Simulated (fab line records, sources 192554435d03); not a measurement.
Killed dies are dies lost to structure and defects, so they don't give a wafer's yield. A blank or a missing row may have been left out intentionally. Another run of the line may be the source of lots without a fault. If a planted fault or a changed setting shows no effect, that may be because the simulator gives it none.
Matching of chambers	flow n5_finfet	4 sister chambers for N5_BEOL_M1_ETCH_64 on rie_diel-06
The step etches SOC in N2/H2, target depth 75 nm, overetch 15 nm, time 112.5 s. 18 wafers are shown with their chamber, then 9 later ones without.

== WAFERS, EACH WITH ITS CHAMBER ==
wafer	chamber	drypump_motor_current_A (A)	showerhead_plenum_p_Torr (Torr)	throttle_valve_pct (%)
L074.2	1	6.6	2.71	17.5
L074.3	2	5.9	2.51	18.1
L074.4	0	5.2	2.43	17.7
L077.1	2	5.9	2.51	18.1
L077.4	0	5.1	2.43	17.7
L077.6	3	6.5	2.65	17.7
L079.1	3	6.5	2.65	17.7
L079.2	0	5.1	2.43	17.7
L079.3	1	6.6	2.71	17.5
L079.4	2	5.9	2.51	18.1
L079.5	2	5.9	2.51	18.1
L079.6	1	6.6	2.71	17.5
L087.2	1	6.6	2.70	17.5
L087.4	3	6.5	2.64	17.7
L087.6	1	6.6	2.70	17.5
L092.1	0	5.1	2.42	17.8
L092.2	1	6.6	2.70	17.5
L092.3	3	6.5	2.64	17.7

SIGNATURES, as means of the wafers listed above
reading	chamber 0	chamber 1	chamber 2	chamber 3	scatter within a chamber
drypump_motor_current_A	5.125	6.600	5.900	6.500	0.0231
showerhead_plenum_p_Torr	2.4275	2.7050	2.5100	2.6450	0.00482
throttle_valve_pct	17.725	17.500	18.100	17.700	0.0231
Rule: a wafer lies at a distance from a chamber equal to the root of the sum of squares, over the readings, of (its reading less the chamber's mean, divided by the reading's scatter). If the next closest chamber is less than 2 further off than the closest, the wafer can't be placed; otherwise it belongs to the closest. The scatter: take each reading less its chamber's mean, square it, sum over the shown wafers, divide by the number of wafers less the number of chambers, and take the root.

== WAFERS WITH NO CHAMBER GIVEN ==
wafer	drypump_motor_current_A (A)	showerhead_plenum_p_Torr (Torr)	throttle_valve_pct (%)
L092.4	5.9	2.50	17.7
L092.5	6.5	2.64	17.8
L092.6	5.8	2.50	17.7
L097.1	6.5	2.63	17.8
L097.2	6.6	2.69	17.5
L097.3	5.1	2.41	17.8
L097.4	5.9	2.49	17.7
L097.5	6.6	2.69	17.6
L097.6	5.1	2.41	17.8

== WHICH CHAMBER EACH WENT THROUGH ==
wafer	from the rows above	in truth
L092.4	2	2
L092.5	3	3
L092.6	2	2
L097.1	3	3
L097.2	1	1
L097.3	0	0
L097.4	2	2
L097.5	1	1
L097.6	0	0
Placed correctly: 9 of 9. Number that these rows cannot place: 0. Wrongly placed: 0.
